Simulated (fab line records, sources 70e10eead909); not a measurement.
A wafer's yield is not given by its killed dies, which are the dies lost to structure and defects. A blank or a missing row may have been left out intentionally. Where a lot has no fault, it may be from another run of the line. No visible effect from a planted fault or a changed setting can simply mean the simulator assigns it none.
The tool behind it: which one? / flow nandHarc / 12 lots, 36 wafers sampled, at 5 steps of a route of 1302

== WHAT THE GAUGES READ, wafer by wafer ==
NHARC_P_BONDPAD_CD_MEAS_13. Usual: 500.6 nm for cdNm, sd 2.3.
lot=L745; measured=day 6 19:20; on=cdSem-01; cdNm (nm)=504.5 500.2 501.6; flag=
lot=L744; measured=day 6 19:54; on=cdSem-01; cdNm (nm)=500.7 500.2 499.4; flag=
lot=L751; measured=day 9 12:29; on=cdSem-01; cdNm (nm)=497.1 496.4 501.9; flag=
lot=L752; measured=day 9 21:20; on=cdSem-03; cdNm (nm)=500.9 497.8 498.2; flag=
lot=L756; measured=day 11 19:32; on=cdSem-02; cdNm (nm)=501.3 502.6 502.3; flag=
lot=L759; measured=day 12 19:46; on=cdSem-03; cdNm (nm)=504.7 501.1 501.1; flag=
lot=L760; measured=day 13 07:28; on=cdSem-02; cdNm (nm)=503.8 501.5 502.5; flag=
lot=L762; measured=day 14 02:50; on=cdSem-03; cdNm (nm)=503.2 504.0 504.5; flag=
lot=L763; measured=day 14 17:54; on=cdSem-02; cdNm (nm)=501.2 500.2 502.6; flag=
lot=L764; measured=day 14 22:56; on=cdSem-01; cdNm (nm)=499.8 502.5 501.3; flag=
lot=L765; measured=day 15 04:53; on=cdSem-02; cdNm (nm)=502.8 501.1 502.3; flag=
lot=L766; measured=day 16 01:44; on=cdSem-03; cdNm (nm)=499.6 500.7 499.2; flag=

NHARC_END_SORT_01. Usual: for defectLimitedYield, 91.0 % with a standard deviation of 2.8; for killedAtArray, 56 with a standard deviation of 18; for killedAtOther, 1.4 with a standard deviation of 1.5; for killedAtPeriphery, 4 with a standard deviation of 3.1; for killedDies, 61 with a standard deviation of 19; for killedOpen, 3.5 with a standard deviation of 1.8; for killedShort, 2.4 with a standard deviation of 1.4.
lot=L751; measured=day 27 11:44; on=prober-02; defectLimitedYield (%)=89.5 91.4 89.8; killedAtArray=68 57 66; killedAtOther=0 0 1; killedAtPeriphery=3 1 2; killedDies=71 58 69; killedOpen=5 4 7; killedShort=2 1 5; flag=
lot=L752; measured=day 27 11:43; on=prober-01; defectLimitedYield (%)=87.4 87.1 85.5; killedAtArray=77 71 92; killedAtOther=1 0 0; killedAtPeriphery=7 16 6; killedDies=85 87 98; killedOpen=1 7 2; killedShort=1 2 1; flag=
lot=L759; measured=day 31 20:10; on=prober-01; defectLimitedYield (%)=92.0 92.5 91.3; killedAtArray=50 46 53; killedAtOther=0 1 0; killedAtPeriphery=4 4 6; killedDies=54 51 59; killedOpen=4 3 5; killedShort=5 2 2; flag=
lot=L762; measured=day 31 18:37; on=prober-02; defectLimitedYield (%)=88.0 87.4 88.3; killedAtArray=79 83 78; killedAtOther=2 0 1; killedAtPeriphery=0 2 0; killedDies=81 85 79; killedOpen=2 4 3; killedShort=2 4 3; flag=

== WHICH TOOL RAN EACH LOT (tool, then ch and the chambers of the sampled wafers, then the start) ==
lot=L745; NHARC_P_M2_PRE_CLEAN_32=pecvd-02 ch 0,1, day 6 17:05; NHARC_P_BONDPAD_ETCH_37=rieDiel-05 ch 0,2, day 6 19:07; NHARC_P_BONDPAD_ETCH_12=rieDiel-05 ch 0,3, day 6 19:20 or earlier
lot=L744; NHARC_P_M2_PRE_CLEAN_32=pecvd-04 ch 0,1, day 6 17:38; NHARC_P_BONDPAD_ETCH_37=rieDiel-05 ch 1,2, day 6 19:40; NHARC_P_BONDPAD_ETCH_12=rieDiel-05 ch 0,1,3, day 6 19:54 or earlier
lot=L751; NHARC_P_M2_PRE_CLEAN_32=pecvd-02 ch 0,1, day 9 10:24; NHARC_P_BONDPAD_ETCH_37=rieDiel-05 ch 0,2,3, day 9 12:16; NHARC_P_BONDPAD_ETCH_12=rieDiel-05 ch 1,2, day 9 12:29 or earlier
lot=L752; NHARC_P_M2_PRE_CLEAN_32=pecvd-04 ch 0,1,2, day 9 19:05; NHARC_P_BONDPAD_ETCH_37=rieDiel-01 ch 0,1,2, day 9 21:07; NHARC_P_BONDPAD_ETCH_12=rieDiel-01 ch 1,2,3, day 9 21:20 or earlier
lot=L756; NHARC_P_M2_PRE_CLEAN_32=pecvd-01 ch 0,2, day 11 17:19; NHARC_P_BONDPAD_ETCH_37=rieDiel-05 ch 1,2,3, day 11 19:19; NHARC_P_BONDPAD_ETCH_12=rieDiel-05 ch 1,2, day 11 19:32 or earlier
lot=L759; NHARC_P_M2_PRE_CLEAN_32=pecvd-02 ch 0,1, day 12 17:32; NHARC_P_BONDPAD_ETCH_37=rieDiel-10 ch 0,3, day 12 19:32; NHARC_P_BONDPAD_ETCH_12=rieDiel-10 ch 0,1, day 12 19:46 or earlier
lot=L760; NHARC_P_M2_PRE_CLEAN_32=pecvd-01 ch 1,2, day 13 05:13; NHARC_P_BONDPAD_ETCH_37=rieDiel-10 ch 0,3, day 13 07:14; NHARC_P_BONDPAD_ETCH_12=rieDiel-10 ch 2,3, day 13 07:28 or earlier
lot=L762; NHARC_P_M2_PRE_CLEAN_32=pecvd-04 ch 0,2, day 14 00:36; NHARC_P_BONDPAD_ETCH_37=rieDiel-01 ch 2,3, day 14 02:36; NHARC_P_BONDPAD_ETCH_12=rieDiel-01 ch 0,2, day 14 02:50 or earlier
lot=L763; NHARC_P_M2_PRE_CLEAN_32=pecvd-02 ch 0,1,2, day 14 15:38; NHARC_P_BONDPAD_ETCH_37=rieDiel-05 ch 0,1,2, day 14 17:40; NHARC_P_BONDPAD_ETCH_12=rieDiel-05 ch 0,1,2, day 14 17:54 or earlier
lot=L764; NHARC_P_M2_PRE_CLEAN_32=pecvd-01 ch 0,1, day 14 20:48; NHARC_P_BONDPAD_ETCH_37=rieDiel-01 ch 1,2,3, day 14 22:42; NHARC_P_BONDPAD_ETCH_12=rieDiel-01 ch 0,1,2, day 14 22:56 or earlier
lot=L765; NHARC_P_M2_PRE_CLEAN_32=pecvd-04 ch 0,1, day 15 02:49; NHARC_P_BONDPAD_ETCH_37=rieDiel-05 ch 1,2, day 15 04:40; NHARC_P_BONDPAD_ETCH_12=rieDiel-05 ch 1,2, day 15 04:53 or earlier
lot=L766; NHARC_P_M2_PRE_CLEAN_32=pecvd-02 ch 0,1,2, day 15 23:31; NHARC_P_BONDPAD_ETCH_37=rieDiel-01 ch 1,2, day 16 01:31; NHARC_P_BONDPAD_ETCH_12=rieDiel-01 ch 0,3, day 16 01:44 or earlier
- NHARC_P_M2_PRE_CLEAN_32: time 12 s.
- NHARC_P_BONDPAD_ETCH_37: etches the open film in N2/H2, target depth 60 nm, overetch 18 nm, time 65.91 s.
- NHARC_P_BONDPAD_ETCH_12: etches the open film in CHF3/O2, target depth 200 nm, time 100 s.

== WHAT THE TOOLS THEMSELVES READ (means of the sampled wafers that have a number; where no wafer has one, the mark that the record gives instead) ==
NHARC_P_M2_PRE_CLEAN_32. Usual: 648 W for heaterPowerW, sd 65.
lot=L745; tool=pecvd-02; heaterPowerW (W)=666; flag=
lot=L744; tool=pecvd-04; heaterPowerW (W)=660; flag=
lot=L751; tool=pecvd-02; heaterPowerW (W)=598; flag=
lot=L752; tool=pecvd-04; heaterPowerW (W)=730; flag=
lot=L756; tool=pecvd-01; heaterPowerW (W)=636; flag=
lot=L759; tool=pecvd-02; heaterPowerW (W)=643; flag=
lot=L760; tool=pecvd-01; heaterPowerW (W)=686; flag=
lot=L762; tool=pecvd-04; heaterPowerW (W)=618; flag=
lot=L763; tool=pecvd-02; heaterPowerW (W)=589; flag=
lot=L764; tool=pecvd-01; heaterPowerW (W)=654; flag=
lot=L765; tool=pecvd-04; heaterPowerW (W)=599; flag=
lot=L766; tool=pecvd-02; heaterPowerW (W)=611; flag=

NHARC_P_BONDPAD_ETCH_37. Usual: biasW 150.0 W, standard deviation 0.43; drypumpMotorCurrentA 5.6 A, standard deviation 0.52; oesProductAu 1.008 a.u., standard deviation 0.0096; rfVppV 431.0 V, standard deviation 2.5; showerheadPlenumPTorr 2.06 Torr, standard deviation 0.09; throttleValvePct 14.170 %, standard deviation 0.0089.
lot=L745; tool=rieDiel-05; biasW (W)=149.6; drypumpMotorCurrentA (A)=5.6; oesProductAu (a.u.)=1.007; rfVppV (V)=431.7; showerheadPlenumPTorr (Torr)=2.08; throttleValvePct (%)=14.173; flag=
lot=L744; tool=rieDiel-05; biasW (W)=149.7; drypumpMotorCurrentA (A)=5.1; oesProductAu (a.u.)=1.003; rfVppV (V)=430.3; showerheadPlenumPTorr (Torr)=2.02; throttleValvePct (%)=14.167; flag=
lot=L751; tool=rieDiel-05; biasW (W)=150.0; drypumpMotorCurrentA (A)=5.9; oesProductAu (a.u.)=1.016; rfVppV (V)=431.0; showerheadPlenumPTorr (Torr)=2.03; throttleValvePct (%)=14.169; flag=
lot=L752; tool=rieDiel-01; biasW (W)=149.8; drypumpMotorCurrentA (A)=5.6; oesProductAu (a.u.)=0.890; rfVppV (V)=433.7; showerheadPlenumPTorr (Torr)=2.12; throttleValvePct (%)=14.162; flag=OFF
lot=L756; tool=rieDiel-05; biasW (W)=150.6; drypumpMotorCurrentA (A)=5.5; oesProductAu (a.u.)=1.019; rfVppV (V)=429.2; showerheadPlenumPTorr (Torr)=1.98; throttleValvePct (%)=14.170; flag=
lot=L759; tool=rieDiel-10; biasW (W)=150.2; drypumpMotorCurrentA (A)=5.6; oesProductAu (a.u.)=0.998; rfVppV (V)=430.2; showerheadPlenumPTorr (Torr)=2.02; throttleValvePct (%)=14.168; flag=
lot=L760; tool=rieDiel-10; biasW (W)=149.8; drypumpMotorCurrentA (A)=5.3; oesProductAu (a.u.)=1.007; rfVppV (V)=431.0; showerheadPlenumPTorr (Torr)=2.05; throttleValvePct (%)=14.173; flag=
lot=L762; tool=rieDiel-01; biasW (W)=149.4; drypumpMotorCurrentA (A)=5.6; oesProductAu (a.u.)=1.007; rfVppV (V)=429.4; showerheadPlenumPTorr (Torr)=2.01; throttleValvePct (%)=14.176; flag=
lot=L763; tool=rieDiel-05; biasW (W)=149.6; drypumpMotorCurrentA (A)=5.6; oesProductAu (a.u.)=1.010; rfVppV (V)=430.9; showerheadPlenumPTorr (Torr)=2.06; throttleValvePct (%)=14.164; flag=
lot=L764; tool=rieDiel-01; biasW (W)=150.2; drypumpMotorCurrentA (A)=5.7; oesProductAu (a.u.)=1.007; rfVppV (V)=431.6; showerheadPlenumPTorr (Torr)=2.09; throttleValvePct (%)=14.165; flag=
lot=L765; tool=rieDiel-05; biasW (W)=150.0; drypumpMotorCurrentA (A)=5.2; oesProductAu (a.u.)=1.013; rfVppV (V)=429.9; showerheadPlenumPTorr (Torr)=2.01; throttleValvePct (%)=14.172; flag=
lot=L766; tool=rieDiel-01; biasW (W)=149.9; drypumpMotorCurrentA (A)=6.0; oesProductAu (a.u.)=1.007; rfVppV (V)=433.3; showerheadPlenumPTorr (Torr)=2.16; throttleValvePct (%)=14.164; flag=

NHARC_P_BONDPAD_ETCH_12. Usual: biasW 200.1 W, standard deviation 0.6; drypumpMotorCurrentA 5.6 A, standard deviation 0.52; oesProductAu 0.953 a.u., standard deviation 0.022; rfVppV 371.0 V, standard deviation 2.3; showerheadPlenumPTorr 2.42 Torr, standard deviation 0.099; throttleValvePct 20.573 %, standard deviation 0.0087.
lot=L745; tool=rieDiel-05; biasW (W)=200.3; drypumpMotorCurrentA (A)=6.3; oesProductAu (a.u.)=0.934; rfVppV (V)=370.9; showerheadPlenumPTorr (Torr)=2.43; throttleValvePct (%)=20.568; flag=
lot=L744; tool=rieDiel-05; biasW (W)=199.9; drypumpMotorCurrentA (A)=5.9; oesProductAu (a.u.)=0.967; rfVppV (V)=369.3; showerheadPlenumPTorr (Torr)=2.38; throttleValvePct (%)=20.576; flag=
lot=L751; tool=rieDiel-05; biasW (W)=199.8; drypumpMotorCurrentA (A)=5.2; oesProductAu (a.u.)=0.968; rfVppV (V)=370.0; showerheadPlenumPTorr (Torr)=2.39; throttleValvePct (%)=20.574; flag=
lot=L752; tool=rieDiel-01; biasW (W)=200.3; drypumpMotorCurrentA (A)=5.6; oesProductAu (a.u.)=0.969; rfVppV (V)=371.5; showerheadPlenumPTorr (Torr)=2.46; throttleValvePct (%)=20.570; flag=
lot=L756; tool=rieDiel-05; biasW (W)=199.6; drypumpMotorCurrentA (A)=5.2; oesProductAu (a.u.)=0.988; rfVppV (V)=369.8; showerheadPlenumPTorr (Torr)=2.37; throttleValvePct (%)=20.580; flag=
lot=L759; tool=rieDiel-10; biasW (W)=200.4; drypumpMotorCurrentA (A)=5.9; oesProductAu (a.u.)=0.921; rfVppV (V)=370.2; showerheadPlenumPTorr (Torr)=2.36; throttleValvePct (%)=20.573; flag=
lot=L760; tool=rieDiel-10; biasW (W)=200.8; drypumpMotorCurrentA (A)=5.0; oesProductAu (a.u.)=0.939; rfVppV (V)=372.3; showerheadPlenumPTorr (Torr)=2.47; throttleValvePct (%)=20.570; flag=
lot=L762; tool=rieDiel-01; biasW (W)=199.4; drypumpMotorCurrentA (A)=5.4; oesProductAu (a.u.)=0.936; rfVppV (V)=370.9; showerheadPlenumPTorr (Torr)=2.42; throttleValvePct (%)=20.565; flag=
lot=L763; tool=rieDiel-05; biasW (W)=200.3; drypumpMotorCurrentA (A)=5.6; oesProductAu (a.u.)=0.931; rfVppV (V)=372.1; showerheadPlenumPTorr (Torr)=2.42; throttleValvePct (%)=20.579; flag=
lot=L764; tool=rieDiel-01; biasW (W)=199.9; drypumpMotorCurrentA (A)=5.6; oesProductAu (a.u.)=0.977; rfVppV (V)=373.0; showerheadPlenumPTorr (Torr)=2.49; throttleValvePct (%)=20.571; flag=
lot=L765; tool=rieDiel-05; biasW (W)=200.1; drypumpMotorCurrentA (A)=5.2; oesProductAu (a.u.)=0.945; rfVppV (V)=370.6; showerheadPlenumPTorr (Torr)=2.38; throttleValvePct (%)=20.577; flag=
lot=L766; tool=rieDiel-01; biasW (W)=200.0; drypumpMotorCurrentA (A)=5.2; oesProductAu (a.u.)=0.934; rfVppV (V)=369.7; showerheadPlenumPTorr (Torr)=2.35; throttleValvePct (%)=20.571; flag=

== THE ANSWER, worked out from the rows above alone ==
Rule: take the mean of a lot's wafers that have a number; if it is more than 3 standard deviations from the usual mean, the lot is off. Also off: a lot with no number at a reading for which 4 or more lots have one. The other lots that the step has rows for count as sound. First the gauges in route order, then the tools' own readings, where a lot's mean is used as printed above. At the first step where some lot is off, the reading lying furthest off is the one used; lots without a number count as furthest.
Off, at NHARC_P_BONDPAD_ETCH_37 on oesProductAu: L752.
If a tool, at that step or one of the process steps before it, ran each lot that is off and ran no sound lot following the first of them, it fits. No candidate that was tried fits.

== WHAT HAD BEEN PUT IN BY THE SIMULATOR ==
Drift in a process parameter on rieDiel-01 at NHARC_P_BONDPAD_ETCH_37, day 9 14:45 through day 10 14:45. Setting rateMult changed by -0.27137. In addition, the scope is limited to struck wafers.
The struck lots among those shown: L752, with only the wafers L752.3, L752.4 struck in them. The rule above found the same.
